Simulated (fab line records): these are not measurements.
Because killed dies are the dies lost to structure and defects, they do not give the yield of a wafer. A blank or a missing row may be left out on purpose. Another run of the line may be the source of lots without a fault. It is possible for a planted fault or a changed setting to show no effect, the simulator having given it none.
Which tool is to blame? | flow nand harc | 42 wafers from 14 lots sampled at 4 of the route's 1302 steps

WHAT THE GAUGES READ, wafer by wafer
NHARC_A_ONON_D2_THK_MEAS_11: measures by ellipsometry.
lot  | measured     | on            | thk nm (nm)
L884 | day 11 23:47 | film metro-02 | 994 993 990
L886 | day 13 00:41 | film metro-01 | 978 976 977
L887 | day 13 14:27 | film metro-02 | 982 984 984
L888 | day 14 04:35 | film metro-02 | 1010 1011 1010
L889 | day 14 17:49 | film metro-02 | 1019 1018 1018
L890 | day 14 17:49 | film metro-02 | 1001 1001 1001
L891 | day 15 05:47 | film metro-02 | 998 996 997
L892 | day 15 23:47 | film metro-02 | 1000 999 999
L893 | day 16 04:43 | film metro-02 | 1005 1005 1006
L894 | day 17 06:23 | film metro-02 | 988 984 986
L895 | day 17 08:26 | film metro-02 | 976 974 975
L902 | day 19 17:32 | film metro-01 | 993 994 993
L905 | day 21 10:38 | film metro-02 | 999 997 998
L907 | day 22 05:07 | film metro-01 | 1002 1001 1001

NHARC_A_ONON_D2_THK_MEAS_18: measures by ellipsometry.
lot  | measured     | on            | thk nm (nm)
L884 | day 12 08:26 | film metro-01 | 1007 1006 1006
L886 | day 13 09:16 | film metro-01 | 1010 1011 1010
L887 | day 13 23:06 | film metro-02 | 999 1001 1001
L888 | day 14 12:34 | film metro-02 | 1011 1010 1009
L889 | day 15 01:47 | film metro-02 | 1006 1006 1008
L890 | day 15 01:47 | film metro-02 | 1003 1005 1003
L891 | day 15 16:53 | film metro-02 | 1021 1020 1022
L892 | day 16 12:01 | film metro-02 | 1538 1535 1005
L893 | day 16 12:01 | film metro-02 | 1000 1000 1000
L894 | day 17 15:56 | film metro-01 | 1010 1011 1009
L895 | day 17 15:56 | film metro-02 | 1528 992 993
L902 | day 20 01:46 | film metro-01 | 993 993 992
L905 | day 21 19:33 | film metro-01 | 984 983 986
L907 | day 22 13:26 | film metro-02 | 996 994 996

WHICH TOOL RAN EACH LOT (tool, then ch and the chambers of the sampled wafers, then the start)
lot  | NHARC_A_DECK1_JOINT_CMP_02    | NHARC_A_ONON_D2_DEP_16
L884 | cmp-02 ch 1,2,3, day 11 20:49 | pecvd onon-03 ch 0, day 12 07:56
L886 | cmp-02 ch 1,2,3, day 12 21:47 | pecvd onon-04 ch 0, day 13 08:55
L887 | cmp-02 ch 0,3, day 13 11:29   | pecvd onon-04 ch 0, day 13 22:38
L888 | cmp-03 ch 0,1,2, day 14 01:37 | pecvd onon-03 ch 0, day 14 12:04
L889 | cmp-02 ch 0,1,3, day 14 14:49 | pecvd onon-03 ch 0, day 15 01:17
L890 | cmp-04 ch 1,2, day 14 14:49   | pecvd onon-04 ch 0, day 15 01:24
L891 | cmp-03 ch 1,2, day 15 02:47   | pecvd onon-04 ch 0, day 15 16:21
L892 | cmp-03 ch 0,1,3, day 15 20:52 | pecvd onon-04 ch 0, day 16 11:30
L893 | cmp-02 ch 1,2, day 16 01:44   | pecvd onon-01 ch 0, day 16 11:30
L894 | cmp-04 ch 0,1,3, day 16 19:35 | pecvd onon-03 ch 0, day 17 15:25
L895 | cmp-02 ch 0,1,2, day 17 05:19 | pecvd onon-04 ch 0, day 17 15:26
L902 | cmp-02 ch 0,1, day 19 14:34   | pecvd onon-03 ch 0, day 20 01:19
L905 | cmp-04 ch 0,2,3, day 21 07:43 | pecvd onon-03 ch 0, day 21 19:02
L907 | cmp-03 ch 0,2,3, day 22 02:08 | pecvd onon-04 ch 0, day 22 12:55
- NHARC_A_DECK1_JOINT_CMP_02: polishes SiOx.
- NHARC_A_ONON_D2_DEP_16: target thk 1000 nm.

WHAT THE TOOLS THEMSELVES READ (means of the sampled wafers that have a number; where no wafer has one, the mark that the record gives instead)
NHARC_A_DECK1_JOINT_CMP_02.
lot  | tool   | motor current A (A)
L884 | cmp-02 | 11.4
L886 | cmp-02 | 11.5
L887 | cmp-02 | 10.9
L888 | cmp-03 | 12.9
L889 | cmp-02 | 11.2
L890 | cmp-04 | 11.9
L891 | cmp-03 | 12.4
L892 | cmp-03 | 11.5
L893 | cmp-02 | 11.9
L894 | cmp-04 | 12.7
L895 | cmp-02 | 11.4
L902 | cmp-02 | 10.7
L905 | cmp-04 | 11.6
L907 | cmp-03 | 13.4

NHARC_A_ONON_D2_DEP_16.
lot  | tool          | n2o flow sccm (sccm)
L884 | pecvd onon-03 | 1998
L886 | pecvd onon-04 | 2002
L887 | pecvd onon-04 | 1999
L888 | pecvd onon-03 | 2005
L889 | pecvd onon-03 | 1997
L890 | pecvd onon-04 | 1997
L891 | pecvd onon-04 | 1996
L892 | pecvd onon-04 | 1998
L893 | pecvd onon-01 | 1987
L894 | pecvd onon-03 | 1992
L895 | pecvd onon-04 | 2011
L902 | pecvd onon-03 | 2004
L905 | pecvd onon-03 | 1998
L907 | pecvd onon-04 | 1993

THE ANSWER, worked out from the rows above alone
Rule: what is usual is taken from the lots themselves. Put in order of their means at a reading, lots are off if they are a third of the lots or fewer, leave a main group of 4 or more, and stand apart from it by a gap of 3 or more times the standard deviation of the main group's means; of several such gaps the widest counts. Not used: any main group whose means are identical at the precision the tables above print for the reading. Also off: a lot with no number at a reading for which 4 or more lots have one. Any other lot the step has rows for is counted as sound. Order of review: gauges by route order, followed by the tools' own readings, for which a lot's mean as printed above is used. The first step at which some lot is off is used, and at that step the reading that is off furthest; a lot without a number counts as furthest.
Off: L892, L895, at NHARC_A_ONON_D2_THK_MEAS_18 (thk nm). The main group has a mean of 1003 nm with a standard deviation of 9.3.
A tool fits if, at a process step before that reading, it ran every lot that is off, and no sound lot after the first of them. Gauges at NHARC_A_ONON_D2_THK_MEAS_18: tried the same way as those tools. Of those tried, none fits.

WHAT THE SIMULATOR HAD PUT IN
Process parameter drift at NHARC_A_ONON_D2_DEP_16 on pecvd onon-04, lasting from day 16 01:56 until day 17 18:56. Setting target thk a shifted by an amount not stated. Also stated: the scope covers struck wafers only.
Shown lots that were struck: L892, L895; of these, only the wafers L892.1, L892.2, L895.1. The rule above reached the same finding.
